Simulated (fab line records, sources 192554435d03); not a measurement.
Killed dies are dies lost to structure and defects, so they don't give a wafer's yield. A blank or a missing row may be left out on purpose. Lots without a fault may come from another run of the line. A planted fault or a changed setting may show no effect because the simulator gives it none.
Chamber matching | flow n5_finfet | N5_BEOL_M0_SAQP_SPACER2_ALD_26 on ald_sin-03: 4 sister chambers
The step deposits SiO2, target thk 15 nm, pulse time 1 s, purge time 2 s. 18 wafers are shown with their chamber, then 9 later ones without.

WAFERS WITH THEIR CHAMBER
wafer  | chamber | heater_power_w (W) | precursor_pulse_height_rel
L077.3 | 2       | 463                | 0.970
L077.5 | 2       | 451                | 1.034
L077.6 | 3       | 503                | 0.997
L082.2 | 0       | 485                | 1.022
L082.3 | 2       | 458                | 0.974
L082.6 | 3       | 496                | 0.976
L083.2 | 3       | 507                | 0.992
L083.5 | 0       | 492                | 0.983
L083.6 | 3       | 507                | 1.026
L089.1 | 0       | 482                | 1.031
L089.4 | 2       | 467                | 1.009
L089.5 | 0       | 474                | 0.986
L092.2 | 0       | 480                | 0.994
L092.3 | 3       | 513                | 1.006
L092.4 | 1       | 430                | 0.994
L093.1 | 0       | 469                | 0.994
L093.3 | 3       | 507                | 0.979
L093.6 | 1       | 432                | 1.019

SIGNATURES (means of the wafers above)
reading                    | chamber 0 | chamber 1 | chamber 2 | chamber 3 | scatter within a chamber
heater_power_w             | 480.33    | 431.00    | 459.75    | 505.50    | 6.73
precursor_pulse_height_rel | 1.00167   | 1.00650   | 0.99675   | 0.99600   | 0.022
Rule: a wafer's distance from a chamber is the root of the sum, over the readings, of the square of ((its reading less the chamber's mean) divided by the reading's scatter). The wafer belongs to the nearest chamber; if the next one is less than 2 further off, it can't be placed. The scatter: the root of (the sum of the squares of (reading less its chamber's mean) over the shown wafers, divided by (wafers less chambers)).

WAFERS WITHOUT THEIR CHAMBER
wafer  | heater_power_w (W) | precursor_pulse_height_rel
L094.2 | 482                | 1.006
L094.3 | 516                | 0.999
L094.5 | 458                | 1.029
L095.1 | 426                | 1.031
L095.3 | 456                | 0.973
L095.4 | 474                | 0.978
L097.1 | 473                | 1.016
L097.3 | 462                | 0.991
L097.5 | 433                | 1.009

WHICH CHAMBER EACH WENT THROUGH
wafer  | from the rows above     | in truth
L094.2 | 0                       | 0
L094.3 | 3                       | 3
L094.5 | 2                       | 2
L095.1 | 1                       | 1
L095.3 | 2                       | 2
L095.4 | can't be placed: 0 or 2 | 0
L097.1 | can't be placed: 0 or 2 | 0
L097.3 | 2                       | 2
L097.5 | 1                       | 1
Placed correctly: 7 of 9. Can't be placed from these rows: 2 (the true chamber is among the candidates in 2). Placed wrongly: 0.
